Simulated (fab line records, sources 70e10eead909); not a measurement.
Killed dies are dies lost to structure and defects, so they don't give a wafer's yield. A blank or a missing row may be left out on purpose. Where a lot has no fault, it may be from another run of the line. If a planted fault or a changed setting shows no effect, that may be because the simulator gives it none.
Which tool is to blame? / flow nand-harc / 12 lots with 36 wafers sampled at 5 steps, on a route of 1302 steps

== WHAT THE GAUGES SHOWED, per wafer ==
NHARC_P_M0_INSPECT_27. Usual: raw-defect-count 295, standard deviation 120.
lot=L704; measured=day 6 08:28; on=defect-inspect-01; raw-defect-count=377 313 354; flag=
lot=L706; measured=day 6 21:25; on=defect-inspect-01; raw-defect-count=181 307 221; flag=
lot=L707; measured=day 7 08:50; on=defect-inspect-01; raw-defect-count=223 155 215; flag=
lot=L708; measured=day 8 05:13; on=defect-inspect-02; raw-defect-count=337 254 449; flag=
lot=L709; measured=day 8 06:16; on=defect-inspect-02; raw-defect-count=178 182 306; flag=
lot=L710; measured=day 8 14:17; on=defect-inspect-01; raw-defect-count=410 336 439; flag=
lot=L711; measured=day 9 12:08; on=defect-inspect-02; raw-defect-count=261 265 218; flag=
lot=L712; measured=day 9 16:38; on=defect-inspect-01; raw-defect-count=240 349 238; flag=
lot=L713; measured=day 9 23:40; on=defect-inspect-02; raw-defect-count=188 300 252; flag=
lot=L716; measured=day 11 02:22; on=defect-inspect-02; raw-defect-count=222 100 335; flag=
lot=L719; measured=day 12 02:40; on=defect-inspect-02; raw-defect-count=494 311 653; flag=
lot=L723; measured=day 14 03:28; on=defect-inspect-02; raw-defect-count=382 296 166; flag=

NHARC_END_SORT_01. Usual: defect-limited-yield 91.5 %, standard deviation 2.7; killed-at-array 52, standard deviation 19; killed-at-other 0.9, standard deviation 1.3; killed-at-periphery 4, standard deviation 3.1; killed-dies 57, standard deviation 18; killed-open 3.2, standard deviation 1.7; killed-short 2.3, standard deviation 1.4; sort_bin_2_pct 2.9 %, standard deviation 1.2; sort_bin_3_pct 0.6 %, standard deviation 0.42; sort_bin_4_pct 4.9 %, standard deviation 1.5; sort-n-pass 620, standard deviation 18; sort-rim-yield-pct 93 %, standard deviation 4.3; sort-yield-pct 91.5 %, standard deviation 2.7.
lot=L708; measured=day 26 11:27; on=prober-02; defect-limited-yield (%)=89.4 89.7 85.7; killed-at-array=70 68 90; killed-at-other=0 0 0; killed-at-periphery=2 2 7; killed-dies=72 70 97; killed-open=5 4 1; killed-short=2 2 2; sort_bin_2_pct (%)=4.1 4.1 5.9; sort_bin_3_pct (%)=0.6 0.4 1.3; sort_bin_4_pct (%)=5.9 5.8 7.1; sort-n-pass=605 607 580; sort-rim-yield-pct (%)=87 88 88; sort-yield-pct (%)=89.4 89.7 85.7; flag=
lot=L709; measured=day 26 05:19; on=prober-02; defect-limited-yield (%)=93.6 94.2 93.6; killed-at-array=41 37 41; killed-at-other=1 0 0; killed-at-periphery=1 2 2; killed-dies=43 39 43; killed-open=4 5 9; killed-short=1 2 0; sort_bin_2_pct (%)=1.3 1.6 1.9; sort_bin_3_pct (%)=1.0 0.6 0.4; sort_bin_4_pct (%)=4.0 3.5 4.0; sort-n-pass=634 638 634; sort-rim-yield-pct (%)=97 84 91; sort-yield-pct (%)=93.6 94.2 93.6; flag=
lot=L711; measured=day 27 23:11; on=prober-02; defect-limited-yield (%)=90.1 90.7 90.8; killed-at-array=60 55 57; killed-at-other=5 4 3; killed-at-periphery=2 4 2; killed-dies=67 63 62; killed-open=1 3 5; killed-short=3 2 2; sort_bin_2_pct (%)=4.4 2.8 3.8; sort_bin_3_pct (%)=0.4 0.7 0.9; sort_bin_4_pct (%)=5.0 5.8 4.4; sort-n-pass=610 614 615; sort-rim-yield-pct (%)=97 95 98; sort-yield-pct (%)=90.1 90.7 90.8; flag=
lot=L713; measured=day 28 07:06; on=prober-01; defect-limited-yield (%)=93.1 92.2 92.9; killed-at-array=44 50 45; killed-at-other=0 0 1; killed-at-periphery=3 3 2; killed-dies=47 53 48; killed-open=2 2 3; killed-short=3 3 5; sort_bin_2_pct (%)=1.9 2.8 2.4; sort_bin_3_pct (%)=1.2 0.4 0.3; sort_bin_4_pct (%)=3.8 4.6 4.4; sort-n-pass=630 624 629; sort-rim-yield-pct (%)=91 87 89; sort-yield-pct (%)=93.1 92.2 92.9; flag=

== TOOL THAT RAN EACH LOT (tool first, then ch and the chambers of the sampled wafers, then the start) ==
lot=L704; NHARC_P_M0_CMP_23=cmp-04 ch 1,2,3, day 6 07:59; NHARC_P_M1_PVD_20=pvd-sputter-03, day 6 11:02; NHARC_P_M1_ANNEAL_31=rtp-anneal-01 ch 0, day 6 11:43
lot=L706; NHARC_P_M0_CMP_23=cmp-04 ch 0,2,3, day 6 20:57; NHARC_P_M1_PVD_20=pvd-sputter-03, day 7 00:17; NHARC_P_M1_ANNEAL_31=rtp-anneal-02 ch 0, day 7 00:54
lot=L707; NHARC_P_M0_CMP_23=cmp-04 ch 0,1,3, day 7 08:22; NHARC_P_M1_PVD_20=pvd-sputter-01, day 7 11:37; NHARC_P_M1_ANNEAL_31=rtp-anneal-01 ch 0, day 7 12:15
lot=L708; NHARC_P_M0_CMP_23=cmp-01 ch 0,2,3, day 8 04:46; NHARC_P_M1_PVD_20=pvd-sputter-01, day 8 07:55; NHARC_P_M1_ANNEAL_31=rtp-anneal-02 ch 0, day 8 08:33
lot=L709; NHARC_P_M0_CMP_23=cmp-02 ch 1,2,3, day 8 05:47; NHARC_P_M1_PVD_20=pvd-sputter-02, day 8 08:52; NHARC_P_M1_ANNEAL_31=rtp-anneal-02 ch 0, day 8 09:35
lot=L710; NHARC_P_M0_CMP_23=cmp-02 ch 0,3, day 8 13:47; NHARC_P_M1_PVD_20=pvd-sputter-01, day 8 17:02; NHARC_P_M1_ANNEAL_31=rtp-anneal-02 ch 0, day 8 17:43
lot=L711; NHARC_P_M0_CMP_23=cmp-01 ch 0,2,3, day 9 11:40; NHARC_P_M1_PVD_20=pvd-sputter-03, day 9 14:43; NHARC_P_M1_ANNEAL_31=rtp-anneal-02 ch 0, day 9 15:20
lot=L712; NHARC_P_M0_CMP_23=cmp-01 ch 1,2, day 9 16:11; NHARC_P_M1_PVD_20=pvd-sputter-01, day 9 19:22; NHARC_P_M1_ANNEAL_31=rtp-anneal-02 ch 0, day 9 19:58
lot=L713; NHARC_P_M0_CMP_23=cmp-01 ch 2,3, day 9 23:13; NHARC_P_M1_PVD_20=pvd-sputter-03, day 10 02:15; NHARC_P_M1_ANNEAL_31=rtp-anneal-02 ch 0, day 10 02:56
lot=L716; NHARC_P_M0_CMP_23=cmp-01 ch 0,2,3, day 11 01:56; NHARC_P_M1_PVD_20=pvd-sputter-02, day 11 04:56; NHARC_P_M1_ANNEAL_31=rtp-anneal-02 ch 0, day 11 05:34
lot=L719; NHARC_P_M0_CMP_23=cmp-02 ch 0,1, day 12 02:13; NHARC_P_M1_PVD_20=pvd-sputter-01, day 12 05:25; NHARC_P_M1_ANNEAL_31=rtp-anneal-01 ch 0, day 12 06:12
lot=L723; NHARC_P_M0_CMP_23=cmp-04 ch 1,2, day 14 02:59; NHARC_P_M1_PVD_20=pvd-sputter-02, day 14 06:14; NHARC_P_M1_ANNEAL_31=rtp-anneal-02 ch 0, day 14 06:58
- NHARC_P_M0_CMP_23: polishes, t overpolish 20 s, target thk 117.54 nm.
- NHARC_P_M1_PVD_20: deposits TaN, target thk 5 nm, time 8.06 s.
- NHARC_P_M1_ANNEAL_31: time 90 s.

== AS READ BY THE TOOLS THEMSELVES (means over the sampled wafers that have a number; for cases with no such wafer, the mark the record gives instead) ==
NHARC_P_M0_CMP_23. Usual: motor-current-A 11.9 A, standard deviation 1.2; slurry-filter-dp-kPa 13.50 kPa, standard deviation 0.15; time-to-endpoint-s 28 s, standard deviation 3.1.
lot=L704; tool=cmp-04; motor-current-A (A)=12.5; slurry-filter-dp-kPa (kPa)=13.55; time-to-endpoint-s (s)=24; flag=
lot=L706; tool=cmp-04; motor-current-A (A)=10.8; slurry-filter-dp-kPa (kPa)=13.46; time-to-endpoint-s (s)=24; flag=
lot=L707; tool=cmp-04; motor-current-A (A)=11.9; slurry-filter-dp-kPa (kPa)=13.53; time-to-endpoint-s (s)=25; flag=
lot=L708; tool=cmp-01; motor-current-A (A)=12.6; slurry-filter-dp-kPa (kPa)=13.49; time-to-endpoint-s (s)=28; flag=
lot=L709; tool=cmp-02; motor-current-A (A)=11.3; slurry-filter-dp-kPa (kPa)=13.47; time-to-endpoint-s (s)=27; flag=
lot=L710; tool=cmp-02; motor-current-A (A)=10.4; slurry-filter-dp-kPa (kPa)=13.43; time-to-endpoint-s (s)=27; flag=
lot=L711; tool=cmp-01; motor-current-A (A)=12.2; slurry-filter-dp-kPa (kPa)=13.62; time-to-endpoint-s (s)=29; flag=
lot=L712; tool=cmp-01; motor-current-A (A)=11.4; slurry-filter-dp-kPa (kPa)=13.52; time-to-endpoint-s (s)=31; flag=
lot=L713; tool=cmp-01; motor-current-A (A)=12.2; slurry-filter-dp-kPa (kPa)=13.45; time-to-endpoint-s (s)=29; flag=
lot=L716; tool=cmp-01; motor-current-A (A)=12.3; slurry-filter-dp-kPa (kPa)=13.52; time-to-endpoint-s (s)=30; flag=
lot=L719; tool=cmp-02; motor-current-A (A)=11.1; slurry-filter-dp-kPa (kPa)=13.41; time-to-endpoint-s (s)=25; flag=
lot=L723; tool=cmp-04; motor-current-A (A)=13.4; slurry-filter-dp-kPa (kPa)=13.53; time-to-endpoint-s (s)=27; flag=

NHARC_P_M1_PVD_20. Usual: cathode-dc-power-W 15000 W, standard deviation 2.8; throttle-valve-pct 30.2 %, standard deviation 1.3.
lot=L704; tool=pvd-sputter-03; cathode-dc-power-W (W)=14999; throttle-valve-pct (%)=29.5; flag=
lot=L706; tool=pvd-sputter-03; cathode-dc-power-W (W)=14999; throttle-valve-pct (%)=30.2; flag=
lot=L707; tool=pvd-sputter-01; cathode-dc-power-W (W)=14998; throttle-valve-pct (%)=29.5; flag=
lot=L708; tool=pvd-sputter-01; cathode-dc-power-W (W)=14999; throttle-valve-pct (%)=30.7; flag=
lot=L709; tool=pvd-sputter-02; cathode-dc-power-W (W)=15000; throttle-valve-pct (%)=31.2; flag=
lot=L710; tool=pvd-sputter-01; cathode-dc-power-W (W)=15000; throttle-valve-pct (%)=29.5; flag=
lot=L711; tool=pvd-sputter-03; cathode-dc-power-W (W)=15000; throttle-valve-pct (%)=29.8; flag=
lot=L712; tool=pvd-sputter-01; cathode-dc-power-W (W)=15002; throttle-valve-pct (%)=29.3; flag=
lot=L713; tool=pvd-sputter-03; cathode-dc-power-W (W)=14999; throttle-valve-pct (%)=29.8; flag=
lot=L716; tool=pvd-sputter-02; cathode-dc-power-W (W)=15000; throttle-valve-pct (%)=30.6; flag=
lot=L719; tool=pvd-sputter-01; cathode-dc-power-W (W)=15001; throttle-valve-pct (%)=31.5; flag=
lot=L723; tool=pvd-sputter-02; cathode-dc-power-W (W)=15570; throttle-valve-pct (%)=31.4; flag=OFF

NHARC_P_M1_ANNEAL_31. Usual: wafer_temp_C_max 226.21, standard deviation 0.29.
lot=L704 tool=rtp-anneal-01 wafer_temp_C_max=226.30 flag=
lot=L706 tool=rtp-anneal-02 wafer_temp_C_max=225.93 flag=
lot=L707 tool=rtp-anneal-01 wafer_temp_C_max=226.47 flag=
lot=L708 tool=rtp-anneal-02 wafer_temp_C_max=226.23 flag=
lot=L709 tool=rtp-anneal-02 wafer_temp_C_max=226.05 flag=
lot=L710 tool=rtp-anneal-02 wafer_temp_C_max=226.02 flag=
lot=L711 tool=rtp-anneal-02 wafer_temp_C_max=226.40 flag=
lot=L712 tool=rtp-anneal-02 wafer_temp_C_max=226.02 flag=
lot=L713 tool=rtp-anneal-02 wafer_temp_C_max=225.94 flag=
lot=L716 tool=rtp-anneal-02 wafer_temp_C_max=225.83 flag=
lot=L719 tool=rtp-anneal-01 wafer_temp_C_max=226.35 flag=
lot=L723 tool=rtp-anneal-02 wafer_temp_C_max=226.06 flag=

== THE ANSWER, worked out from the rows above alone ==
Rule: take the mean of a lot's wafers that have a number; if it is more than 3 standard deviations from the usual mean, the lot is off. A lot without any number at a reading at which 4 lots or more have one is off too. Where the step has rows for the other lots, those lots are counted as sound. After the gauges, taken in route order, come the tools' own readings; for these a lot's mean is taken, as printed above. At the first step where some lot is off, the reading lying furthest off is the one used; lots without a number count as furthest.
Off: L723, at NHARC_P_M1_PVD_20 (cathode-dc-power-W).
A tool fits if, at that step or a process step before it, it ran every lot that is off, and no sound lot after the first of them. Undecided on this evidence; 2 tools fit (cmp-04 at NHARC_P_M0_CMP_23, pvd-sputter-02 at NHARC_P_M1_PVD_20).

== WHAT WAS PUT IN BY THE SIMULATOR ==
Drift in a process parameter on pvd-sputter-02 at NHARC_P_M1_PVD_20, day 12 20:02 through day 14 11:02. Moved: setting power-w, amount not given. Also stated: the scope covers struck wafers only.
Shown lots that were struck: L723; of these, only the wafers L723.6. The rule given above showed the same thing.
